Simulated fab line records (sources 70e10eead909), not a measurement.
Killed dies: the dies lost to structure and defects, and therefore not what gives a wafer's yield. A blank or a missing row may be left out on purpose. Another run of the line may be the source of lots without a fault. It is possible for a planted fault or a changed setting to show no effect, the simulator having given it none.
Which tool did it? || flow nand harc || 18 wafers from 6 lots sampled at 5 of the route's 1302 steps

## WHAT THE GAUGES READ, wafer by wafer
NHARC_P_M1_THK_MEAS_24: measures by xrf.
{"lot": "L960", "measured": "day 7 04:05", "on": "film metro-01", "thk nm (nm)": "159.7 157.3 158.3"}
{"lot": "L964", "measured": "day 8 20:09", "on": "film metro-02", "thk nm (nm)": "160.5 158.8 156.0"}
{"lot": "L971", "measured": "day 11 20:14", "on": "film metro-01", "thk nm (nm)": "159.4 156.9 161.5"}
{"lot": "L973", "measured": "day 12 12:48", "on": "film metro-02", "thk nm (nm)": "160.8 159.2 158.2"}
{"lot": "L975", "measured": "day 13 16:14", "on": "film metro-01", "thk nm (nm)": "158.3 158.4 155.8"}
{"lot": "L979", "measured": "day 15 05:38", "on": "film metro-01", "thk nm (nm)": "159.6 156.9 157.2"}

## WHICH TOOL RAN EACH LOT (tool, then ch and the chambers of the sampled wafers, then the start)
{"lot": "L960", "NHARC_P_M1_DESCUM_14": "rie diel-10 ch 0,1,3, day 7 01:34", "NHARC_P_M1_ETCH_15": "rie diel-10 ch 2,3, day 7 03:05 or earlier", "NHARC_P_M1_ECD_22": "ecd cu-02 ch 0,1, day 7 03:05", "NHARC_P_M1_CMP_23": "cmp-03 ch 1,2,3, day 7 03:50"}
{"lot": "L964", "NHARC_P_M1_DESCUM_14": "rie diel-09 ch 0,2,3, day 8 17:36", "NHARC_P_M1_ETCH_15": "rie diel-09 ch 1,3, day 8 18:57 or earlier", "NHARC_P_M1_ECD_22": "ecd cu-02 ch 0,1, day 8 18:57", "NHARC_P_M1_CMP_23": "cmp-03 ch 0,3, day 8 19:50"}
{"lot": "L971", "NHARC_P_M1_DESCUM_14": "rie diel-12 ch 2,3, day 11 17:48", "NHARC_P_M1_ETCH_15": "rie diel-12 ch 0,2,3, day 11 19:17 or earlier", "NHARC_P_M1_ECD_22": "ecd cu-01 ch 0,1, day 11 19:17", "NHARC_P_M1_CMP_23": "cmp-04 ch 0,2,3, day 11 19:59"}
{"lot": "L973", "NHARC_P_M1_DESCUM_14": "rie diel-10 ch 0,1,3, day 12 10:20", "NHARC_P_M1_ETCH_15": "rie diel-10 ch 1,2,3, day 12 11:46 or earlier", "NHARC_P_M1_ECD_22": "ecd cu-02 ch 0,1, day 12 11:46", "NHARC_P_M1_CMP_23": "cmp-04 ch 0,1,2, day 12 12:29"}
{"lot": "L975", "NHARC_P_M1_DESCUM_14": "rie diel-10 ch 0,2,3, day 13 13:48", "NHARC_P_M1_ETCH_15": "rie diel-10 ch 1,2,3, day 13 15:11 or earlier", "NHARC_P_M1_ECD_22": "ecd cu-02 ch 0,1, day 13 15:11", "NHARC_P_M1_CMP_23": "cmp-01 ch 0,1,2, day 13 15:58"}
{"lot": "L979", "NHARC_P_M1_DESCUM_14": "rie diel-10 ch 0,1,2, day 15 03:11", "NHARC_P_M1_ETCH_15": "rie diel-10 ch 1,2,3, day 15 04:37 or earlier", "NHARC_P_M1_ECD_22": "ecd cu-02 ch 0,1, day 15 04:37", "NHARC_P_M1_CMP_23": "cmp-01 ch 0,3, day 15 05:20"}
- NHARC_P_M1_DESCUM_14: chemistry O2, time 3 s.
- NHARC_P_M1_ETCH_15: etches the open film in C4F8/Ar, target depth 182.5 nm, time 91.2 s.
- NHARC_P_M1_ECD_22: material Cu, target thk 400 nm.
- NHARC_P_M1_CMP_23: polishes, t overpolish 20 s, target thk 157.82 nm.

## THE ANSWER, worked out from the rows above alone
Rule: what is usual is taken from the lots themselves. The widest of any qualifying gaps counts: lots, ordered by their means at a reading, are off when they make up no more than a third of the lots, leave a main group of 4 or more, and stand apart from it by 3 or more times the standard deviation of that group's means. A main group whose means are all the same, to the digits that the tables above print for the reading, isn't used. Also off: a lot with no number at a reading for which 4 or more lots have one. Where the step has rows for the other lots, those lots are counted as sound.
None of the lots is off at any reading shown; this tells nothing.

## WHAT THE SIMULATOR PUT IN
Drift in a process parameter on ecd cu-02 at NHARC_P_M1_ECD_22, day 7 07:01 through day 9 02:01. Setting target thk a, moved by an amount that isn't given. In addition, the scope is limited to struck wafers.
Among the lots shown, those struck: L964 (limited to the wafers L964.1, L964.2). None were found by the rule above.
